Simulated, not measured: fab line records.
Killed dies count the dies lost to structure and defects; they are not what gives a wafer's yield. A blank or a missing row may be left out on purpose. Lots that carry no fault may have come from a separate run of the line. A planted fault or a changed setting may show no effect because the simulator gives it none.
Problem report in the 8D (eight disciplines) form, filled by code || flow n5-finfet || the parts of the form that need people (team, actions taken, sign-off) are left out

## 1. THE PROBLEM
h2-flow-sccm at N5_BEOL_M14_ETCH_59 reads a mean of 179.6 sccm on 2 wafers of 1 lot; wafers without a fault read 199.9 sccm with a standard deviation of 0.6. That puts it -34 standard deviations away from the usual mean.
The step: etches BARC in N2/H2, target depth 89 nm, overetch 26.7 nm, time 67.9 s.
First observed at day 16 13:07: wafer L717.2, on rie-diel-01. Wafers with a number at this step in the record: 33, from 11 lots. By rule, "out" or "out of limits" means more than 4 standard deviations away from the usual mean. The rest of the wafers with a number are treated as sound.

## 2. WHAT IT IS, WHAT IT ISN'T
{"question": "which readings at this step", "is": "h2-flow-sccm", "is not": "drypump-motor-current-A, oes-product-au, rf-vpp-V, showerhead-plenum-p-Torr"}
{"question": "which lots", "is": "L717", "is not": "L698, L700, L701, L702, L703, L705, L708, L709, L719, L721"}
{"question": "which wafers of those lots", "is": "L717.2, L717.6", "is not": "L717.1"}
{"question": "read on which tools", "is": "rie-diel-01", "is not": "rie-diel-03, rie-diel-05"}
{"question": "when", "is": "from day 16 13:07", "is not": "up to then (28 sound wafers); but 3 sound wafers of L721 came after"}

## 3. SUSPECTS, AND WHAT RULES EACH OUT
Counting: any tool at a process step up to the reading remains a suspect provided it ran every lot that is out. Sound lots after the first of them don't rule it out here, since some wafers of a struck lot are sound.
- pecvd-02 at N5_BEOL_M14_ILD_DEP_00 (deposits SiO2 from TEOS/O2, target thk 1119.3 nm, time 237.4 s): kept. It processed L717, the lot that is out, at day 16 12:19, and its most recent sound lot before then was L709 at day 14 05:40.
- rie-diel-01 at N5_BEOL_M14_ETCH_59 (etches BARC in N2/H2, target depth 89 nm, overetch 26.7 nm, time 67.9 s): kept. It processed L717, the lot that is out, at day 16 13:07, and its most recent sound lot before then was L709 at day 14 06:25. Out on those wafers are its own readings of h2-flow-sccm.
- Within pecvd-02 at N5_BEOL_M14_ILD_DEP_00, the wafers that are out were processed in chamber 1 and their sound lot-mates in chamber 2.
- Within rie-diel-01 at N5_BEOL_M14_ETCH_59, the wafers that are out were processed in chamber 0 and their sound lot-mates in chamber 1.
The count leaves rie-diel-01 at N5_BEOL_M14_ETCH_59 and pecvd-02 at N5_BEOL_M14_ILD_DEP_00.

## 4. THE CAUSE (what the simulator had put in)
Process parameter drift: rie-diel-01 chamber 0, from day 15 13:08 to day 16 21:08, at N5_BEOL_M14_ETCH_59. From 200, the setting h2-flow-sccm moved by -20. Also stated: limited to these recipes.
Counting leaves 2 suspects; this tool is one of them.

## 5. THE EFFECT CHAIN, in route order
Each row: a reading where the mean over the struck wafers with a number is more than 3 standard deviations away from the usual. Readings are gone through only where the record gives a usual standard deviation; hours: the median, over the lots, of the time from a lot's start at the first step in this table giving one to that lot's start at this step; sigmas: the change measured in usual standard deviations.
{"hours": 0, "step": "N5_BEOL_M14_ETCH_59", "reading": "h2-flow-sccm", "usual": "199.9 sccm", "on struck wafers": 179.6, "change": -20.3, "sigmas": -34}
{"hours": 0, "step": "N5_BEOL_M14_ETCH_59", "reading": "throttle-valve-pct", "usual": "17.73 %", "on struck wafers": 16.81, "change": -0.92, "sigmas": -3.7}
The process steps in it:
- N5_BEOL_M14_ETCH_59: etches BARC in N2/H2, target depth 89 nm, overetch 26.7 nm, time 67.9 s.

## 6. HOW IT WOULD HAVE BEEN CAUGHT EARLIER
The fault began at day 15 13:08; the first out-of-limits reading in this record came at day 16 13:07, 24 hours later.
